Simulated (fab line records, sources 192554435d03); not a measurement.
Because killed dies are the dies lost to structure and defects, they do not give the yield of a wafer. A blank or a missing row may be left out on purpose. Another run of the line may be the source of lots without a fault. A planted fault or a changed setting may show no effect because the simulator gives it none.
fab line records	flow n5Finfet
[record] lots = 7	wafers = 21
route steps=1938 shown SD_EPI_N@267 SDB@373 DUMMY_REMOVAL@377 HKMG_FIN@395 MOL_CONTACT_COAG@579
startH: start of the lot's first displayed wafer, in hours after the record's first day	waitH: hours from the lot's prior step to this one	" identical to the entry in the row above	L1.1+2: several wafers, shown together as one row	- no value, or no start was given	* or withheld: withheld	< > ~ a bound
route shown NAME@n: NAME is a module with steps in the file, n the number in the route of the first one	usual: the fault-free wafers' mean and standard deviation	same: alike in all rows	chamber/n: place in a boat	sites: the reading at each site	_std_site: how widely they spread, as a standard deviation	_edge_site: mean of outer sites minus mean of inner sites	radiusMm: for every site, how far away it sits from the centre of the wafer	mask NAME#n: copy n	behind: the tool/chamber that last shaped the wafer	hold: reason for holding the lot/hours on hold/outcome of the hold	device: which transistor (n, p or np) failed to switch	end of line: the tests these same wafers got at the end of their route	for a step that has no rows: nothing shown but its recipe	killed: count of dies lost to structure and defects at first sort (not the wafer's yield)	map: the dies of a wafer, with x for killed, . for not killed, _ for no die there
set.NAME: the setting that was run; set.NAME@STEP: the one run at that earlier step	model.NAME: the simulator's own value behind a step, which no gauge read
lots where settings were altered on purpose, with a table for each step and a row for each wafer
[[steps]]
[step N5_SD_EPI_N_EXPOSE_06]
[recipe] maskId = SD_N_BLK	na = 1.35	sourceShape = conventional	sigmaOuter = 0.8	polarization = unpolarized	targetCdNm = 120	doseMj = 39.75
lot.wafer	tool	chamber	startH	waitH	mask	set.doseMj
L078.3+4+6	arfiScanner-02	0	72.78	-	SD_N_BLK#0	39.75
L080.1	arfiScanner-02	0	83.86	-	SD_N_BLK#0	37.63
L080.2+6	"	0	"	"	SD_N_BLK#0	39.75
L082.1+3+6	arfiScanner-03	0	100.18	-	SD_N_BLK#0	39.75
L084.2	arfiScanner-01	0	109.81	-	SD_N_BLK#0	39.75
L084.3+4	"	0	"	"	SD_N_BLK#0	38.47
L087.2+6	arfiScanner-01	0	125.98	-	SD_N_BLK#0	41.53
L087.3	"	0	"	"	SD_N_BLK#0	39.75
L093.1+3+6	arfiScanner-02	0	163.70	-	SD_N_BLK#0	39.75
L094.2	arfiScanner-03	0	170.14	-	SD_N_BLK#0	39.75
L094.3+5	"	0	"	"	SD_N_BLK#0	37.98
[step N5_SD_EPI_N_PEB_07]
[recipe] pebTempC = 110	pebTimeS = 60	resist = CAR-ArF-block
[step N5_SD_EPI_N_DEVELOP_08]
[recipe] developTimeS = 30	developer = TMAH	resist = CAR-ArF-block	devTempC = 23	rinseLiquid = diw	dry = airSpin
[step N5_SD_EPI_N_CD_MEAS_09]
[recipe] targetCdNm = 120	landingEnergyEv = 500	detector = seInlens
[usual] cdNm = 119.8/0.6
lot.wafer	tool	chamber	startH	waitH	set.doseMj@SD_EPI_N_EXPOSE_06	cdNm
L078.3	cdSem-02	0	72.89	-	39.75	120.3
L078.4	"	0	"	"	39.75	119.5
L078.6	"	0	"	"	39.75	119.9
L080.1	cdSem-03	0	83.98	-	37.63	115.1
L080.2	"	0	"	"	39.75	119.1
L080.6	"	0	"	"	39.75	119.2
L082.1	cdSem-03	0	100.31	-	39.75	119.6
L082.3	"	0	"	"	39.75	119.1
L082.6	"	0	"	"	39.75	120.0
L084.2	cdSem-02	0	109.93	-	39.75	120.2
L084.3	"	0	"	"	38.47	117.9
L084.4	"	0	"	"	38.47	117.2
L087.2	cdSem-02	0	126.10	-	41.53	121.5
L087.3	"	0	"	"	39.75	118.9
L087.6	"	0	"	"	41.53	122.4
L093.1	cdSem-03	0	163.82	-	39.75	120.3
L093.3	"	0	"	"	39.75	120.2
L093.6	"	0	"	"	39.75	119.7
L094.2	cdSem-02	0	170.26	-	39.75	120.0
L094.3	"	0	"	"	37.98	117.3
L094.5	"	0	"	"	37.98	117.1
[step N5_SD_EPI_N_DESCUM_14]
[recipe] chemistry = O2	timeS = 7.9	sourcePowerW = 50	biasPowerW = 20	pressureMtorr = 20	rfFrequencyHz = 2.712e+07	tempC = 40	resist = CAR-ArF-block	o2FlowSccm = 225
lot.wafer	tool	chamber	startH	waitH	set.timeS	set.doseMj@SD_EPI_N_EXPOSE_06	model.SD_EPI_N.cdNm
L078.3	rieDiel-04	0	72.98	0.0	9.149	39.75	120.4
L078.4	"	2	"	"	7.9	39.75	119.8
L078.6	"	0	"	"	7.9	39.75	120.2
L080.1	rieDiel-03	0	84.07	0.0	7.146	37.63	115.2
L080.2	"	3	"	"	7.9	39.75	119.2
L080.6	"	1	"	"	7.146	39.75	119.2
L082.1+3	rieDiel-05	1,0	100.39	0.0	7.9	39.75	119.4
L082.6	"	3	"	"	7.9	39.75	120
L084.2	rieDiel-03	2	110.02	0.0	7.9	39.75	120.2
L084.3	"	1	"	"	7.9	38.47	117.6
L084.4	"	2	"	"	7.9	38.47	117.2
L087.2	rieDiel-05	2	126.19	0.0	7.9	41.53	122
L087.3	"	0	"	"	7.9	39.75	119
L087.6	"	3	"	"	7.9	41.53	122.6
L093.1	rieDiel-05	0	164.09	0.2	6.775	39.75	120.2
L093.3	"	2	"	"	7.9	39.75	120.2
L093.6	"	1	"	"	6.775	39.75	119.6
L094.2	rieDiel-04	2	170.36	0.1	7.9	39.75	120
L094.3	"	3	"	"	7.9	37.98	116.8
L094.5	"	1	"	"	6.153	37.98	116.8
[step N5_SD_EPI_N_ETCH_34]
[recipe] chemistry = CF4	target = SiARC	targetDepthA = 455	maskMaterial = CAR-ArF-block	timeS = 75.8	ionEnergyEv = 80	pressureMtorr = 40	sourceW = 545	biasW = 36	Ar_flow_sccm = 100	cf4FlowSccm = 100	ends = cleared
[usual] etchRfOnTimeS = 75.1/1.1
lot.wafer	tool	chamber	startH	waitH	set.spinRpm@SD_EPI_N_COAT_33	set.doseMj@SD_EPI_N_EXPOSE_06	etchRfOnTimeS	model.SD_EPI_N.cdNm	model.etch.depthNm
L078.3	rieDiel-04	0	73.01	0.0	1500	39.75	75.6	120.2	34.97
L078.4	"	2	"	"	1500	39.75	76.5	119.8	35
L078.6	"	0	"	"	1500	39.75	76.7	120	35.05
L080.1	rieDiel-03	0	84.10	0.0	1338	37.63	80.6	115.4	37.09
L080.2	"	3	"	"	1500	39.75	75.5	119	34.96
L080.6	"	1	"	"	1500	39.75	74.1	119.4	35
L082.1	rieDiel-05	1	100.43	0.0	1500	39.75	75.4	119.6	34.94
L082.3	"	0	"	"	1500	39.75	74.1	119.4	34.96
L082.6	"	3	"	"	1500	39.75	73.9	119.8	35.01
L084.2	rieDiel-03	2	110.07	0.0	1500	39.75	74.9	120.4	35.18
L084.3	"	1	"	"	1500	38.47	75.1	117.6	35.22
L084.4	"	2	"	"	1500	38.47	74.7	117.4	35.08
L087.2	rieDiel-05	2	126.22	0.0	1408	41.53	77.7	121.8	36.19
L087.3	"	0	"	"	1408	39.75	76.9	119.2	36.18
L087.6	"	3	"	"	1500	41.53	73.2	122.6	34.88
L093.1	rieDiel-05	0	164.13	0.0	1500	39.75	74.3	120.2	35.14
L093.3	"	2	"	"	1500	39.75	75.5	120	35.18
L093.6	"	1	"	"	1500	39.75	77.3	120	35.19
L094.2	rieDiel-04	2	170.40	0.0	1500	39.75	75.8	119.8	35.03
L094.3	"	3	"	"	1500	37.98	74.3	116.6	34.92
L094.5	"	1	"	"	1500	37.98	74.9	116.8	34.94
[step N5_SD_EPI_N_ETCH_35]
[recipe] chemistry = N2/H2	target = SOC	overetchA = 1080	maskMaterial = SiARC	tempC = 40	ionEnergyEv = 100	sourceW = 3000	biasW = 133	pressureMtorr = 20	timeS = 486	n2FlowSccm = 200	h2FlowSccm = 200
lot.wafer	tool	chamber	startH	waitH	set.spinRpm@SD_EPI_N_COAT_33	model.SiARC_of_SD_EPI_N_COAT_33.thkNm
L078.3	rieDiel-04	0	73.07	0.0	1500	19.8
L078.4+6	"	2,0	"	"	1500	20
L080.1	rieDiel-03	0	84.16	0.0	1338	22
L080.2	"	3	"	"	1500	19.8
L080.6	"	1	"	"	1500	19.4
L082.1	rieDiel-05	1	100.49	0.0	1500	19.8
L082.3+6	"	0,3	"	"	1500	19.4
L084.2+3	rieDiel-03	2,1	110.15	0.1	1500	19.8
L084.4	"	2	"	"	1500	19.6
L087.2	rieDiel-05	2	126.28	0.0	1408	20.8
L087.3	"	0	"	"	1408	20.6
L087.6	"	3	"	"	1500	19.4
L093.1	rieDiel-05	0	164.18	0.0	1500	19.4
L093.3	"	2	"	"	1500	19.6
L093.6	"	1	"	"	1500	20
L094.2	rieDiel-04	2	170.45	0.0	1500	20
L094.3+5	"	3,1	"	"	1500	19.6
[step N5_SD_EPI_N_STRIP_36]
[recipe] chemistry = N2/H2	tempC = 40	n2FlowSccm = 200	h2FlowSccm = 200	rfFrequencyHz = 6e+07
[step N5_SD_EPI_N_ETCHBACK_44]
[recipe] chemistry = CH3F/O2	mode = anisotropicEtchback	target = SiNx	targetDepthA = 145	stopOn = SiO2	overEtchFrac = 0.3	ionEnergyEv = 120	pressureMtorr = 30	sourceW = 395	biasW = 73	Ar_flow_sccm = 150	CH3F_flow_sccm = 30	O2_flow_sccm = 20
lot.wafer	tool	chamber	startH	waitH	set.spinRpm@SD_EPI_N_COAT_33	model.SiARC_of_SD_EPI_N_COAT_33.thkNm
L078.3+6	rieDiel-04	0	73.39	0.0	1500	16.2
L078.4	"	2	"	"	1500	16.4
L080.1	rieDiel-03	0	84.48	0.0	1338	18.4
L080.2	"	3	"	"	1500	16
L080.6	"	1	"	"	1500	15.8
L082.1	rieDiel-05	1	100.81	0.0	1500	16
L082.3+6	"	0,3	"	"	1500	15.6
L084.2+4	rieDiel-03	2	110.64	0.0	1500	15.8
L084.3	"	1	"	"	1500	16
L087.2	rieDiel-05	2	126.60	0.0	1408	16.8
L087.3	"	0	"	"	1408	16.6
L087.6	"	3	"	"	1500	15.4
L093.1+3	rieDiel-05	0,2	164.51	0.0	1500	15.8
L093.6	"	1	"	"	1500	16.4
L094.2	rieDiel-04	2	170.78	0.0	1500	16.2
L094.3	"	3	"	"	1500	15.8
L094.5	"	1	"	"	1500	16
[step N5_SD_EPI_N_ETCH_45]
[recipe] chemistry = CH3F/O2	target = SiOCN	targetDepthA = 60	maskMaterial = SOC	ionEnergyEv = 60	biasW = 29	pressureMtorr = 15	sourceW = 410	Ar_flow_sccm = 150	CH3F_flow_sccm = 30	O2_flow_sccm = 20
lot.wafer	tool	chamber	startH	waitH	set.targetDepthA	model.etch.depthNm
L078.3	rieDiel-04	0	73.49	0.1	60	6.009
L078.4	"	2	"	"	60	5.993
L078.6	"	0	"	"	65.18	6.522
L080.1	rieDiel-03	0	84.58	0.1	60	5.922
L080.2	"	3	"	"	60	6.011
L080.6	"	1	"	"	60	6.126
L082.1	rieDiel-05	1	100.91	0.1	60	6.051
L082.3	"	0	"	"	60	6.082
L082.6	"	3	"	"	60	6.203
L084.2	rieDiel-03	2	110.79	0.1	65.62	6.697
L084.3	"	1	"	"	65.62	6.669
L084.4	"	2	"	"	60	6.178
L087.2	rieDiel-05	2	126.70	0.1	55.46	5.658
L087.3	"	0	"	"	60	6.103
L087.6	"	3	"	"	60	6.078
L093.1	rieDiel-05	0	164.61	0.1	60	6.083
L093.3	"	2	"	"	60	6.06
L093.6	"	1	"	"	53.19	5.254
L094.2	rieDiel-04	2	170.88	0.1	60	5.91
L094.3	"	3	"	"	60	6.048
L094.5	"	1	"	"	60	5.963
[step N5_SD_EPI_N_ETCH_16]
[recipe] chemistry = CHF3/O2	target = SiO2	targetDepthA = 50	maskMaterial = SOC	pressureMtorr = 30	sourceW = 650	biasW = 170	Ar_flow_sccm = 200	CHF3_flow_sccm = 50	O2_flow_sccm = 5	ionEnergyEv = 200
lot.wafer	tool	chamber	startH	waitH	set.doseMj@SD_EPI_N_EXPOSE_06	model.SD_EPI_N.cdNm
L078.3+6	rieDiel-04	0	73.59	0.1	39.75	120.4
L078.4	"	2	"	"	39.75	118.6
L080.1	rieDiel-03	0	84.68	0.1	37.63	115.4
L080.2	"	3	"	"	39.75	119.4
L080.6	"	1	"	"	39.75	120.4
L082.1	rieDiel-05	1	101.01	0.1	39.75	119.4
L082.3	"	0	"	"	39.75	119.2
L082.6	"	3	"	"	39.75	121
L084.2	rieDiel-03	2	110.94	0.1	39.75	120.6
L084.3	"	1	"	"	38.47	118.6
L084.4	"	2	"	"	38.47	117.4
L087.2	rieDiel-05	2	126.80	0.1	41.53	122.8
L087.3	"	0	"	"	39.75	119.6
L087.6	"	3	"	"	41.53	123.8
L093.1	rieDiel-05	0	164.71	0.1	39.75	121
L093.3	"	2	"	"	39.75	120
L093.6	"	1	"	"	39.75	119.4
L094.2	rieDiel-04	2	170.98	0.1	39.75	118
L094.3	"	3	"	"	37.98	115.6
L094.5	"	1	"	"	37.98	116.6
[step N5_SDB_ALD_29]
[recipe] material = SiNx	targetThkA = 300	tempC = 400	aldPrecursorFamily = SiH2I2	aldCoReactant = N2/H2-plasma	pulseTimeS = 1	aldCycles = 600	purgeTimeS = 2	coReactantPurgeTimeS = 2	pressureTorr = 2
lot.wafer	tool	chamber	startH	waitH	set.aldCycles	model.SiNx_of_SDB_ALD_29.thkNm
L078.3+4	aldSin-01	0,2	91.11	1.2	600	30
L078.6	"	3	92.46	2.6	600	29.8
L080.1+2	aldSin-04	1,0	101.56	0.0	600	30
L080.6	"	3	102.91	1.4	673	33.8
L082.1+3	aldSin-01	3,2	116.94	0.0	600	30
L082.6	"	0	118.29	1.4	600	30.2
L084.2	aldSin-04	1	127.20	0.0	569	28.4
L084.3	"	0	"	"	600	30
L084.4	"	3	"	"	569	28.6
L087.2+3	aldSin-04	3,1	144.94	0.6	600	30
L087.6	"	0	146.29	1.9	600	30.2
L093.1+6	aldSin-04	2,0	181.35	0.0	520	26
L093.3	"	3	"	"	600	29.8
L094.2+3	aldSin-04	2,0	189.40	0.9	600	30
L094.5	"	2	190.75	2.2	600	29.8
[step N5_SDB_CMP_30]
[recipe] stopOn = poly-Si	tOverpolishS = 1.54	postCmpClean = alkalineBrush	downForcePsi = 4.1491	platenRpm = 51.796	padVelocityMS = 1.0306	targetThkNm = 30
[step N5_DUMMY_REMOVAL_HM_STRIP_01]
[recipe] chemistry = CH3F/O2	material = SiNx	targetDepthA = 40	stopOn = poly-Si	timeS = 6.8	overEtchFrac = 0.3	ionEnergyEv = 60	powerW = 410	biasW = 29	Ar_flow_sccm = 150	CH3F_flow_sccm = 30	O2_flow_sccm = 20
lot.wafer	tool	chamber	startH	waitH	set.aldCycles@SDB_ALD_29	model.SiNx_of_SDB_ALD_29.thkNm
L078.3	rieDiel-02	2	94.43	0.3	600	29.4
L078.4+6	"	3,1	"	"	600	29.2
L080.1+2	rieDiel-06	3,2	104.65	0.0	600	29.4
L080.6	"	1	"	"	673	27.6
L082.1	rieDiel-06	3	120.02	0.0	600	29.2
L082.3	"	2	"	"	600	29.4
L082.6	"	2	"	"	600	29.6
L084.2	rieDiel-02	3	130.28	0.0	569	27.8
L084.3	"	1	"	"	600	29.4
L084.4	"	3	"	"	569	28
L087.2+3	rieDiel-01	1,3	148.25	0.3	600	29.4
L087.6	"	1	"	"	600	29.6
L093.1+6	rieDiel-06	2,1	184.44	0.0	520	25.4
L093.3	"	3	"	"	600	29.2
L094.2+3	rieDiel-01	2,1	192.49	0.0	600	29.4
L094.5	"	0	"	"	600	29.2
[step N5_HKMG_FIN_EXPOSE_46]
[recipe] maskId = NDIPOLE	na = 1.35	sourceShape = conventional	sigmaOuter = 0.8	polarization = unpolarized	doseMj = 40
lot.wafer	tool	chamber	startH	waitH	mask	set.doseMj
L078.3+6	arfiScanner-03	0	95.85	-	NDIPOLE#0	42.93
L078.4	"	0	"	"	NDIPOLE#0	40
L080.1+2+6	arfiScanner-01	0	106.55	-	NDIPOLE#0	37.41
L082.1+3+6	arfiScanner-02	0	121.40	-	NDIPOLE#0	40
L084.2	arfiScanner-02	0	131.69	-	NDIPOLE#0	38.53
L084.3+4	"	0	"	"	NDIPOLE#0	40
L087.2	arfiScanner-02	0	149.70	-	NDIPOLE#0	40
L087.3+6	"	0	"	"	NDIPOLE#0	40.94
L093.1	arfiScanner-03	0	185.68	-	NDIPOLE#0	42.99
L093.3+6	"	0	"	"	NDIPOLE#0	40
L094.2+3	arfiScanner-02	0	193.86	-	NDIPOLE#0	40
L094.5	"	0	"	"	NDIPOLE#0	37.01
[step N5_HKMG_FIN_PEB_47]
[recipe] pebTempC = withheld	pebTimeS = 60	resist = CAR-ArF
[step N5_HKMG_FIN_DEVELOP_48]
[recipe] developTimeS = 30	developer = TMAH	resist = CAR-ArF	rinseLiquid = diw	dry = airSpin	devTempC = 23
[step N5_HKMG_FIN_CD_MEAS_49]
[recipe] targetCdNm = 202	landingEnergyEv = 500	detector = seInlens	polarity = opening
[usual] cdNm = 202.1/0.6
lot.wafer	tool	chamber	startH	waitH	set.doseMj@HKMG_FIN_EXPOSE_46	cdNm
L078.3	cdSem-02	0	95.96	-	42.93	205.9
L078.4	"	0	"	"	40	202.2
L078.6	"	0	"	"	42.93	206.4
L080.1	cdSem-01	0	106.67	-	37.41	198.0
L080.2	"	0	"	"	37.41	197.3
L080.6	"	0	"	"	37.41	197.7
L082.1	cdSem-03	0	121.52	-	40	202.3
L082.3	"	0	"	"	40	203.0
L082.6	"	0	"	"	40	202.4
L084.2	cdSem-02	0	131.81	-	38.53	200.2
L084.3	"	0	"	"	40	202.1
L084.4	"	0	"	"	40	202.3
L087.2	cdSem-01	0	149.82	-	40	202.5
L087.3	"	0	"	"	40.94	203.6
L087.6	"	0	"	"	40.94	203.4
L093.1	cdSem-01	0	185.81	-	42.99	206.4
L093.3	"	0	"	"	40	202.0
L093.6	"	0	"	"	40	202.9
L094.2	cdSem-02	0	193.98	-	40	202.3
L094.3	"	0	"	"	40	202.1
L094.5	"	0	"	"	37.01	198.0
[step N5_HKMG_FIN_DESCUM_53]
[recipe] chemistry = O2	timeS = 7.9	sourcePowerW = 50	biasPowerW = 20	pressureMtorr = 20	rfFrequencyHz = 2.712e+07	tempC = 40	resist = CAR-ArF	o2FlowSccm = 225
[step N5_HKMG_FIN_ETCH_54]
[recipe] chemistry = CF4	target = SiARC	targetDepthA = 455	maskMaterial = CAR-ArF	timeS = 75.8	ionEnergyEv = 80	pressureMtorr = 40	sourceW = 545	biasW = 36	Ar_flow_sccm = 100	cf4FlowSccm = 100	ends = cleared
lot.wafer	tool	chamber	startH	waitH	set.doseMj@HKMG_FIN_EXPOSE_46	model.HKMG_FIN.cdOffsetNm
L078.3	rieDiel-05	2	96.08	0.0	42.93	3.6
L078.4	"	1	"	"	40	0
L078.6	"	1	"	"	42.93	4.2
L080.1+2+6	rieDiel-04	0,3,3	106.79	0.0	37.41	-4.2
L082.1+6	rieDiel-05	0	121.82	0.0	40	0
L082.3	"	1	"	"	40	0.6
L084.2	rieDiel-03	2	131.94	0.0	38.53	-1.8
L084.3	"	1	"	"	40	0.4
L084.4	"	3	"	"	40	0.6
L087.2	rieDiel-03	3	149.94	0.0	40	0.4
L087.3+6	"	0,2	"	"	40.94	2
L093.1	rieDiel-05	1	186.22	0.0	42.99	5
L093.3	"	2	"	"	40	0.2
L093.6	"	3	"	"	40	1.2
L094.2	rieDiel-03	3	194.11	0.0	40	0.2
L094.3	"	0	"	"	40	0
L094.5	"	1	"	"	37.01	-4
[step N5_HKMG_FIN_ETCH_55]
[recipe] chemistry = N2/H2	target = SOC	targetDepthA = 2400	tempC = 40	timeS = 300	ionEnergyEv = 200	maskMaterial = SiARC	pressureMtorr = 30	sourceW = 840	biasW = 150	n2FlowSccm = 200	h2FlowSccm = 200
[usual] rfVppV = 525.0/2.3
lot.wafer	tool	chamber	startH	waitH	set.biasW	rfVppV	model.etch.depthNm	model.HKMG_FIN.featureDepthNm	model.SiARC_of_HKMG_FIN_COAT_42.thkNm
L078.3	rieDiel-05	2	96.14	0.0	150	526.1	243.1	243.2	20.6
L078.4	"	1	"	"	150	526.7	238.1	238	21.2
L078.6	"	1	"	"	159.8	548.0	245.9	245.8	19.8
L080.1	rieDiel-04	0	106.85	0.0	164.5	558.1	251.7	251.8	19.4
L080.2	"	3	"	"	164.5	555.3	256	256	19.4
L080.6	"	3	"	"	150	522.7	244.3	244.4	21
L082.1	rieDiel-05	0	121.87	0.0	150	528.3	243.9	244	21
L082.3	"	1	"	"	150	527.0	238.1	238.2	21
L082.6	"	0	"	"	150	530.7	246.5	246.6	21
L084.2	rieDiel-03	1	131.99	0.0	161.7	545.7	251.3	251.2	20
L084.3	"	2	"	"	161.7	554.2	252.1	252	19.8
L084.4	"	3	"	"	150	524.2	236.7	236.8	21.4
L087.2	rieDiel-03	3	150.00	0.0	166.2	558.7	247.4	247.4	19.8
L087.3	"	0	"	"	166.2	560.1	246.5	246.4	19.6
L087.6	"	2	"	"	150	528.0	239.8	239.8	21.4
L093.1	rieDiel-05	1	186.27	0.0	172.5	573.8	255.5	255.6	18.8
L093.3	"	2	"	"	172.5	573.8	260.5	260.4	18.4
L093.6	"	3	"	"	150	522.0	247.3	247.2	21
L094.2	rieDiel-03	3	194.16	0.0	125.7	467.5	217	217	24.4
L094.3	"	0	"	"	150	526.5	236.4	236.4	21.4
L094.5	"	1	"	"	150	521.1	243	243	21.2
[step N5_MOL_CONTACT_COAG_ALD_131]
[recipe] material = SiO2	targetThkA = 50	tempC = 100	aldPrecursorFamily = BDEAS	aldCoReactant = O2-plasma	pulseTimeS = 1	coReactantPulseTimeS = 1	purgeTimeS = 2	coReactantPurgeTimeS = 2	aldCycles = 35	pressureTorr = 2
lot.wafer	tool	chamber	startH	waitH	set.aldCycles	model.SiO2_of_MOL_CONTACT_COAG_ALD_131.thkNm
L078.3+4+6	aldSin-01	0,0,3	122.51	0.1	35	5
L080.1+6	aldSin-01	2,0	132.13	0.1	38	5.4
L080.2	"	3	"	"	35	5
L082.1+3+6	aldSin-04	1,2,2	148.76	0.1	35	5
L084.2	aldSin-04	0	161.17	0.2	40	5.6
L084.3+4	"	2,3	"	"	35	5
L087.2+6	aldSin-04	3	176.00	0.1	35	5
L087.3	"	2	"	"	37	5.2
L093.1+3+6	aldSin-04	1,2,0	211.23	0.1	35	5
L094.2+3+5	aldSin-02	0,2,0	219.30	0.1	35	5
[step N5_MOL_CONTACT_COAG_ETCHBACK_135]
[recipe] chemistry = CHF3	target = SiO2	targetDepthA = 250	timeS = 16.7	ionEnergyEv = 200	pressureMtorr = 30	sourceW = 610	biasW = 170	Ar_flow_sccm = 200	CHF3_flow_sccm = 50
lot.wafer	tool	chamber	startH	waitH	set.timeS	model.SOC_of_MOL_CONTACT_COAG_COAT_75.thkNm
L078.3+6	rieDiel-05	0	122.81	0.0	13.73	57.8
L078.4	"	1	"	"	16.7	57.4
L080.1	rieDiel-05	0	132.44	0.0	14.62	57.6
L080.2	"	1	"	"	14.62	57.8
L080.6	"	0	"	"	16.7	57.2
L082.1+3+6	rieDiel-04	3,1,2	149.26	0.0	16.7	57.4
L084.2+4	rieDiel-04	0,1	161.48	0.0	16.7	57.6
L084.3	"	2	"	"	17.64	57.6
L087.2+3+6	rieDiel-05	0,1,3	176.30	0.0	19.57	56.8
L093.1	rieDiel-04	2	211.82	0.0	13.97	58
L093.3	"	3	"	"	16.7	57.4
L093.6	"	0	"	"	13.97	57.8
L094.2+5	rieDiel-05	1,3	219.60	0.0	16.7	57
L094.3	"	2	"	"	16.7	57.2
[[key]]
[split] step = N5_SD_EPI_N_EXPOSE_06	setting = doseMj	stated = 39.75	by = wafer
[response] step = N5_SD_EPI_N_CD_MEAS_09	reading = cdNm	change = +0.719	per = 1%	r = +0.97
[response] step = N5_SD_EPI_N_DESCUM_14	reading = model.SD_EPI_N.cdNm	change = +0.755	per = 1%	r = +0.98
[response] step = N5_SD_EPI_N_ETCH_34	reading = model.SD_EPI_N.cdNm	change = +0.722	per = 1%	r = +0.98
[response] step = N5_SD_EPI_N_ETCH_16	reading = model.SD_EPI_N.cdNm	change = +0.729	per = 1%	r = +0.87
[split] step = N5_SD_EPI_N_DESCUM_14	setting = timeS	stated = 7.9	by = wafer
response none clear
[split] step = N5_SD_EPI_N_ETCH_45	setting = targetDepthA	stated = 60	by = wafer
[response] step = N5_SD_EPI_N_ETCH_45	reading = model.etch.depthNm	change = +0.0626	per = 1%	r = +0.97
[split] step = N5_SDB_ALD_29	setting = aldCycles	stated = 600	by = wafer
[response] step = N5_SDB_ALD_29	reading = model.SiNx_of_SDB_ALD_29.thkNm	change = +0.297	per = 1%	r = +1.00
[response] step = N5_DUMMY_REMOVAL_HM_STRIP_01	reading = model.SiNx_of_SDB_ALD_29.thkNm	shape = bent	atLowest = 25.4	atStated = 29.36	atHighest = 27.6
[split] step = N5_HKMG_FIN_EXPOSE_46	setting = doseMj	stated = 40	by = wafer
[response] step = N5_HKMG_FIN_CD_MEAS_49	reading = cdNm	change = +0.537	per = 1%	r = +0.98
[response] step = N5_HKMG_FIN_ETCH_54	reading = model.HKMG_FIN.cdOffsetNm	change = +0.562	per = 1%	r = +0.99
[split] step = N5_HKMG_FIN_ETCH_55	setting = biasW	stated = 150	by = wafer
[response] step = N5_HKMG_FIN_ETCH_55	reading = rfVppV	change = +3.37	per = 1%	r = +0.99
[response] step = N5_HKMG_FIN_ETCH_55	reading = model.etch.depthNm	change = +1.06	per = 1%	r = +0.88
[response] step = N5_HKMG_FIN_ETCH_55	reading = model.HKMG_FIN.featureDepthNm	change = +1.06	per = 1%	r = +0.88
[response] step = N5_HKMG_FIN_ETCH_55	reading = model.SiARC_of_HKMG_FIN_COAT_42.thkNm	change = -0.173	per = 1%	r = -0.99
[split] step = N5_MOL_CONTACT_COAG_ALD_131	setting = aldCycles	stated = 35	by = wafer
[response] step = N5_MOL_CONTACT_COAG_ALD_131	reading = model.SiO2_of_MOL_CONTACT_COAG_ALD_131.thkNm	change = +0.0424	per = 1%	r = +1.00
[split] step = N5_MOL_CONTACT_COAG_ETCHBACK_135	setting = timeS	stated = 16.7	by = wafer
[response] step = N5_MOL_CONTACT_COAG_ETCHBACK_135	reading = model.SOC_of_MOL_CONTACT_COAG_COAT_75.thkNm	change = -0.0279	per = 1%	r = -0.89
split outsideThisFile step=N5_SD_EPI_N_COAT_33 setting=spinRpm
// split outsideThisFile: this setting was split too, and the file shows its column; the key of that split is in another file
